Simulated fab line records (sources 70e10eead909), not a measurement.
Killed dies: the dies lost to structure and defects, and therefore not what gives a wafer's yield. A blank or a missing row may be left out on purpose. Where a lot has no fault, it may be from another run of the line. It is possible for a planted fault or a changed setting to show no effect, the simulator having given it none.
fab line records	flow nandHarc
record lots=13	wafers=38	lastDay=32
route steps=1302 shown P_M1@308 A_BONDPAD@1215 END@1302
lots that met no fault: taken from a fault-free run of the same line
startH: hours from the record's opening day to when the first of the lot's shown wafers began	waitH: time in hours since the lot's previous step	" same as the row above	L1.1+2: several wafers, shown together as one row	- either no value or no given start	* or withheld: withheld	< > ~ a bound
route shown NAME@n: names a module that has steps shown in the file, with the first one's number in the route	usual: mean/standard deviation of fault-free wafers	same: alike in all rows	chamber/n: place in a boat	sites: per-site readings	_std_site: standard deviation of those values	_edge_site: the outer-site mean with the inner-site mean subtracted	radiusMm: how far each site lies from the wafer's centre	mask NAME#n: copy n	behind: the last tool/chamber to shape the wafer	hold: reason for holding the lot/hours on hold/outcome of the hold	device: whichever transistor did not switch (one of n, p or np)	end of line: the same wafers' tests at the end of the route	a step given without rows: its recipe and nothing more	killed: the dies lost at the first sort to structure and to defects; this is not the yield of the wafer	map: per-die view of a wafer (x killed, . not killed, _ where there is no die)
set.NAME: the setting that was run; set.NAME@STEP: the one run at that earlier step	model.NAME: the simulator's own value behind a step, which no gauge read
steps of the route over a sample of lots; a table a step, a row a wafer
services: the hour from which a tool's chamber was out of use, counted from the record's first day as startH (under 0 if before that day), plus the number of hours and why
## steps
# step NHARC_P_M1_PVD_21
# recipe targetThkA=300	chamberPressurePa=5	powerW=5000	substrateTempC=30	timeS=20.49	material=Cu
# usual throttleValvePct=30.5/1.3
lot.wafer	tool	chamber	startH	waitH	throttleValvePct
L199.2	pvdSputter-02	-	128.16	-	31.3
L199.6	"	-	"	"	28.4
L199.5	"	-	"	"	33.1
L200.4	pvdSputter-02	-	134.81	-	28.1
L200.3	"	-	"	"	28.3
L200.6	"	-	"	"	31.0
L203.2	pvdSputter-02	-	165.35	-	27.9
L203.3	"	-	"	"	30.8
L203.1	"	-	"	"	28.4
L204.4	pvdSputter-02	-	180.02	-	28.3
L204.2	"	-	"	"	30.8
L204.5	"	-	"	"	28.3
L205.1	pvdSputter-03	-	190.92	-	30.2
L205.2	"	-	"	"	31.1
L205.5	"	-	"	"	30.7
L206.1	pvdSputter-01	-	194.13	-	29.2
L206.4	"	-	"	"	30.4
L206.5	"	-	"	"	29.7
L208.2	pvdSputter-02	-	221.51	-	31.1
L208.5	"	-	"	"	33.2
L208.6	"	-	"	"	27.7
L210.3	pvdSputter-03	-	234.37	-	30.6
L210.6	"	-	"	"	31.2
L210.5	"	-	"	"	31.6
L211.3	pvdSputter-01	-	243.20	-	29.1
L211.2	"	-	"	"	31.6
L211.5	"	-	"	"	30.7
L214.1	pvdSputter-02	-	271.93	-	28.1
L214.6	"	-	"	"	28.1
L214.5	"	-	"	"	32.8
L215.3	pvdSputter-01	-	287.28	-	29.2
L215.2	"	-	"	"	31.8
L215.6	"	-	"	"	30.8
L217.3	pvdSputter-01	-	315.91	-	29.5
L217.5	"	-	"	"	31.8
L218.3	pvdSputter-01	-	319.49	-	31.8
L218.5	"	-	"	"	28.9
L218.6	"	-	"	"	30.6
# step NHARC_A_BONDPAD_CD_MEAS_09
# recipe targetCdNm=500	landingEnergyEv=500
# usual cdNm=500.9/1.7
lot.wafer	tool	chamber	startH	waitH	cdNm
L200.3	cdSem-02	0	548.52	-	500.0
L200.4	"	0	"	"	501.4
L200.6	"	0	"	"	502.8
L199.2	cdSem-01	0	550.83	-	503.7
L199.5	"	0	"	"	501.9
L199.6	"	0	"	"	502.1
L203.1	cdSem-03	0	562.06	-	500.7
L203.2	"	0	"	"	502.4
L203.3	"	0	"	"	498.9
L206.1	cdSem-01	0	590.00	-	499.6
L206.4	"	0	"	"	500.0
L206.5	"	0	"	"	502.7
L205.1	cdSem-03	0	596.40	-	503.6
L205.2	"	0	"	"	503.1
L205.5	"	0	"	"	501.5
L204.2	cdSem-01	0	598.69	-	499.8
L204.4	"	0	"	"	500.7
L204.5	"	0	"	"	499.7
L208.2	cdSem-01	0	626.57	-	500.2
L208.5	"	0	"	"	498.5
L208.6	"	0	"	"	498.4
L210.3	cdSem-03	0	629.52	-	503.4
L210.5	"	0	"	"	501.6
L210.6	"	0	"	"	503.0
L211.2	cdSem-03	0	643.21	-	500.4
L211.3	"	0	"	"	500.4
L211.5	"	0	"	"	499.7
L214.1	cdSem-01	0	681.00	-	499.8
L214.5	"	0	"	"	499.2
L214.6	"	0	"	"	501.6
L215.2	cdSem-01	0	686.81	-	502.1
L215.3	"	0	"	"	501.9
L215.6	"	0	"	"	496.5
L217.3	cdSem-03	0	720.42	-	498.5
L217.5	"	0	"	"	499.9
L218.3	cdSem-01	0	724.99	-	500.4
L218.5	"	0	"	"	501.2
# step NHARC_A_BONDPAD_DEGAS_25
# recipe tempC=300	timeS=60
# usual heaterPowerW=466/47
lot.wafer	tool	chamber	startH	waitH	heaterPowerW
L200.4	pvdSputter-03	-	549.70	-	425
L200.3	"	-	"	"	439
L200.6	"	-	"	"	429
L199.2	pvdSputter-01	-	552.05	-	486
L199.6	"	-	"	"	400
L199.5	"	-	"	"	559
L203.1	pvdSputter-02	-	563.21	-	484
L203.3	"	-	"	"	443
L203.2	"	-	"	"	511
L206.1	pvdSputter-03	-	591.18	-	437
L206.4	"	-	"	"	428
L206.5	"	-	"	"	507
L205.1	pvdSputter-03	-	597.60	-	448
L205.2	"	-	"	"	504
L205.5	"	-	"	"	420
L204.4	pvdSputter-01	-	599.88	-	393
L204.2	"	-	"	"	478
L204.5	"	-	"	"	386
L208.2	pvdSputter-02	-	627.78	-	466
L208.5	"	-	"	"	452
L208.6	"	-	"	"	509
L210.3	pvdSputter-03	-	630.75	-	505
L210.6	"	-	"	"	425
L210.5	"	-	"	"	490
L211.3	pvdSputter-03	-	644.45	-	506
L211.2	"	-	"	"	428
L211.5	"	-	"	"	448
L214.1	pvdSputter-02	-	682.15	-	409
L214.5	"	-	"	"	410
L214.6	"	-	"	"	549
L215.3	pvdSputter-01	-	687.96	-	413
L215.2	"	-	"	"	387
L215.6	"	-	"	"	399
L217.3	pvdSputter-03	-	721.70	-	498
L217.5	"	-	"	"	455
L218.3	pvdSputter-03	-	726.53	-	440
L218.5	"	-	"	"	424
# step NHARC_A_BONDPAD_PVD_17
# recipe targetThkA=50	biasV=168.6	powerW=15000	chamberPressurePa=0.12	timeS=8.06	substrateTempC=50	material=TaN
# usual throttleValvePct=30.3/1.1
lot.wafer	tool	chamber	startH	waitH	throttleValvePct
L200.3	pvdSputter-03	-	-	-	30.5
L200.4	"	-	"	"	31.1
L200.6	"	-	"	"	31.2
L199.2	pvdSputter-01	-	-	-	29.9
L199.6	"	-	"	"	30.1
L199.5	"	-	"	"	29.2
L203.2	pvdSputter-02	-	-	-	32.0
L203.3	"	-	"	"	30.2
L203.1	"	-	"	"	28.0
L206.1	pvdSputter-03	-	-	-	31.7
L206.4	"	-	"	"	30.2
L206.5	"	-	"	"	31.3
L205.2	pvdSputter-03	-	-	-	30.0
L205.1	"	-	"	"	31.2
L205.5	"	-	"	"	31.1
L204.4	pvdSputter-01	-	-	-	29.6
L204.2	"	-	"	"	29.8
L204.5	"	-	"	"	29.1
L208.2	pvdSputter-02	-	-	-	28.8
L208.6	"	-	"	"	30.4
L208.5	"	-	"	"	28.0
L210.3	pvdSputter-03	-	-	-	29.9
L210.5	"	-	"	"	31.1
L210.6	"	-	"	"	31.1
L211.3	pvdSputter-03	-	-	-	31.2
L211.2	"	-	"	"	31.4
L211.5	"	-	"	"	30.1
L214.1	pvdSputter-02	-	-	-	32.3
L214.6	"	-	"	"	32.3
L214.5	"	-	"	"	28.3
L215.2	pvdSputter-01	-	-	-	30.9
L215.3	"	-	"	"	28.9
L215.6	"	-	"	"	31.0
L217.3	pvdSputter-03	-	-	-	31.7
L217.5	"	-	"	"	29.9
L218.3	pvdSputter-03	-	-	-	31.2
L218.5	"	-	"	"	30.2
# step NHARC_END_SORT_01
# recipe tempC=25
# usual defectLimitedYield=90/3.4	killedAtArray=62/22	killedAtOther=1.0/1.4	killedAtPeriphery=4.2/2.8	killedDies=67/23	killedOpen=3.1/1.7	killedShort=2.1/1.5
# same grossDies=677
lot.wafer	tool	chamber	startH	waitH	defectLimitedYield[%]	killedAtArray	killedAtOther	killedAtPeriphery	killedDies	killedOpen	killedShort
L218.3	prober-02	0	775.51	3.1	89	68	1	3	72	3	2
L218.5	prober-02	0	777.08	3.6	90	58	5	7	70	4	4
L218.6	prober-02	0	777.87	3.9	1	66	8	599	673	5	5
# killed by level:class
L218.3 A_CHANNEL_HOLE_D2:chamberFilmFlake=29 A_CHANNEL_HOLE_D1:chamberFilmFlake=18 A_SLIT:chamberFilmFlake=5 A_STAIRCASE:chamberFilmFlake=3 P_ZERO_WELL:chamberFilmFlake=2 A_ZERO_WELL:chamberFilmFlake=2 A_CHANNEL_FILL_D1:chamberFilmFlake=2 A_CHANNEL_FILL_D2:chamberFilmFlake=2
L218.5 A_CHANNEL_HOLE_D2:chamberFilmFlake=27 A_CHANNEL_HOLE_D1:chamberFilmFlake=12 A_SLIT:chamberFilmFlake=6 THIN_TSV:chamberFilmFlake=5 A_ONON_D2:geometricParticle:open=2 P_ZERO_WELL:chamberFilmFlake=2 A_ZERO_WELL:chamberFilmFlake=2 A_CHANNEL_FILL_D2:chamberFilmFlake=2
L218.6 P_M1:areaPvd=596 A_CHANNEL_HOLE_D2:chamberFilmFlake=28 A_CHANNEL_HOLE_D1:chamberFilmFlake=15 THIN_TSV:chamberFilmFlake=8 A_ZERO_WELL:chamberFilmFlake=3 A_STAIRCASE:chamberFilmFlake=3 A_SLIT:chamberFilmFlake=3 A_CONTACT:chamberFilmFlake=3
## services
tool	chamber	startH	hours	kind
pvdSputter-01	-	122.92	8.7	repair
pvdSputter-03	-	168.65	0.8	repair
pvdSputter-03	-	170.06	10.0	pm
pvdSputter-01	-	226.00	10.0	pm
pvdSputter-01	-	244.15	6.5	repair
pvdSputter-02	-	282.05	10.0	pm
pvdSputter-03	-	286.18	9.4	repair
pvdSputter-03	-	348.07	10.0	pm
pvdSputter-01	-	404.00	10.0	pm
pvdSputter-01	-	441.79	2.3	repair
pvdSputter-02	-	460.05	10.0	pm
pvdSputter-02	-	483.97	2.9	repair
pvdSputter-03	-	526.07	10.0	pm
pvdSputter-01	-	531.01	2.9	repair
pvdSputter-02	-	638.05	10.0	pm
pvdSputter-03	-	664.59	1.8	repair
pvdSputter-03	-	704.07	10.0	pm
## key
firstSign step=NHARC_END_SORT_01	reading=killedAtPeriphery	direction=up	sigmas=99+	usual=4.2	struck=599
effect step=NHARC_END_SORT_01	reading=defectLimitedYield	direction=down	sigmas=26	usual=90	struck=1
moreKillsBornAt NHARC_P_M1_PVD_21@pvdSputter-01=596
metAt NHARC_P_M1_PVD_21
struckLots L218
struckWafers L218.6
laterRowsLeftOut L218.6
notActingAt NHARC_A_BONDPAD_CD_MEAS_09,NHARC_A_BONDPAD_DEGAS_25,NHARC_A_BONDPAD_PVD_17
onsetBetween 287.28 319.49
fault kind=processParameterDrift	tool=pvdSputter-01	chamber=-	onsetH=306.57	steps=NHARC_P_M1_PVD_21	channel=targetThkA	offset=*	shape=step	endH=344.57	actsIn=*	stated=*	scope=struckWafersOnly
# laterRowsLeftOut: the simulator's readings of these wafers behind a module that went badly wrong aren't trusted and aren't shown, but for the sort
